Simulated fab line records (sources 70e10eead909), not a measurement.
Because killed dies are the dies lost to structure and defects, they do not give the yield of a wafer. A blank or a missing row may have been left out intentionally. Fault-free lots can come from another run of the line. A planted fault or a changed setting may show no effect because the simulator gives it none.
A struck lot beside a sound one :: flow nand-harc :: 14 steps out of a route of 1159
Sound: the wafers L277.3, L277.5, L277.6. Struck: wafer L282.6 (L282.1, L282.5, from the same lot, were not struck and are left out); the cause is given at the end.
For every step that has rows: the tool of each side, followed by ch and its chambers, followed by its first start. Under that, the readings that differ: sound wafers :: struck wafers :: difference of the means :: sigmas: that difference in standard deviations of wafers without a fault.
alike: readings with means less than 2 such deviations apart, plus words and numbers identical on both sides. not compared: withheld readings, readings lacking a value on some wafer, bounds such as >300 that could conceal the same value, and numbers that have no deviation in the record and whose values overlap.
The two part at a step that has a row with sigmas, a row that says differs or no value, or rows on one side only. Non-overlapping numbers with no deviation appear without sigmas and do not part them. A reading missing from all wafers of one side parts the sides only when that side holds two or more wafers.

first, 1 step without rows for these wafers: NHARC_A_STAIRCASE_HARDBAKE_185 (time 140 s).
NHARC_A_STAIRCASE_DESCUM_186: chemistry O2, time 3 s.
  sound on rie-diel-13 ch 0,1,2, day 14 13:00; struck on rie-diel-13 ch 0, day 15 17:59
reading: drypump-motor-current-A (A)
sound: 6.6 5.5 5.2
struck: 6.7
difference: +0.9
sigmas: +2
  alike: chamber-pressure-mTorr, oes-product-au, rf-vpp-V, showerhead-plenum-p-Torr, throttle-valve-pct
  not compared: rf-hours-counter-h
NHARC_A_STAIRCASE_TRIM_187: chemistry O2, time 211.2 s.
  sound on rie-diel-13 ch 0,1,3, day 14 13:07; struck on rie-diel-13 ch 2, day 15 18:05
  alike: chamber-pressure-mTorr, drypump-motor-current-A, oes-product-au, rf-vpp-V, showerhead-plenum-p-Torr, throttle-valve-pct
  not compared: rf-hours-counter-h
then, 1 step without rows for these wafers: NHARC_A_STAIRCASE_ETCH_188 (etches the open film in C4F8/O2, target depth 100 nm, time 40.5 s).
NHARC_A_STAIRCASE_TRIM_189: chemistry O2, time 211.2 s.
  sound: rie-diel-13 ch 2,3; struck: rie-diel-13 ch 3
  alike: chamber-pressure-mTorr, drypump-motor-current-A, oes-product-au, rf-vpp-V, showerhead-plenum-p-Torr, throttle-valve-pct
  not compared: rf-hours-counter-h
then, 5 steps without rows for these wafers: NHARC_A_STAIRCASE_ETCH_190 (etches the open film in C4F8/O2, target depth 100 nm, time 40.5 s); NHARC_A_STAIRCASE_TRIM_191 (chemistry O2, time 211.2 s); NHARC_A_STAIRCASE_ETCH_192 (etches the open film in C4F8/O2, target depth 100 nm, time 40.5 s); NHARC_A_STAIRCASE_TRIM_193 (chemistry O2, time 211.2 s); NHARC_A_STAIRCASE_ETCH_194 (etches the open film in C4F8/O2, target depth 100 nm, time 40.5 s).
NHARC_A_STAIRCASE_TRIM_196: chemistry O2, time 211.2 s.
  sound on rie-diel-11 ch 0,1,2, day 14 14:46; struck on rie-diel-13 ch 0, day 15 19:08
reading: drypump-motor-current-A (A)
sound: 5.6 5.8 5.4
struck: 6.6
difference: +1.0
sigmas: +2

reading: showerhead-plenum-p-Torr (Torr)
sound: 3.40 3.44 3.70
struck: 3.76
difference: +0.25
sigmas: +2
  alike: chamber-pressure-mTorr, oes-product-au, rf-vpp-V, throttle-valve-pct
  not compared: rf-hours-counter-h
NHARC_A_STAIRCASE_ETCH_197: etches the open film in C4F8/O2, target depth 100 nm, time 40.5 s.
  sound on rie-diel-11 ch 1,2, day 14 14:56; struck on rie-diel-13 ch 0, day 15 19:17
reading: rf-vpp-V (V)
sound: 890 891 893
struck: 905
difference: +14
sigmas: +3

reading: run-length-s (s)
sound: 62.0 61.6 61.7
struck: 48.7
difference: -13.1
sigmas: -32
  alike: chamber-pressure-mTorr, oes-product-au
  not compared: rf-hours-counter-h
NHARC_A_STAIRCASE_TRIM_198: chemistry O2, time 211.2 s.
  sound: rie-diel-11 ch 0,1,3; struck: rie-diel-13 ch 3
reading: throttle-valve-pct (%)
sound: 17.039 17.011 17.025
struck: 17.052
difference: +0.027
sigmas: +3
  alike: chamber-pressure-mTorr, drypump-motor-current-A, oes-product-au, rf-vpp-V, showerhead-plenum-p-Torr
  not compared: rf-hours-counter-h
-- the record jumps here: 8 days lie between the struck wafers' starts before and after (it left off in module A_STAIRCASE and takes up again in module END, whose first step shown is number 1159 of the route) --
NHARC_END_SORT_01:
  the record has rows for the struck wafers here (prober-02 ch 0, day 24 02:15) and none for the sound ones

== WHERE THEY PART ==
Earliest at NHARC_A_STAIRCASE_DESCUM_186; latest, in this record, at NHARC_END_SORT_01.

WHY: the cause the simulator had injected
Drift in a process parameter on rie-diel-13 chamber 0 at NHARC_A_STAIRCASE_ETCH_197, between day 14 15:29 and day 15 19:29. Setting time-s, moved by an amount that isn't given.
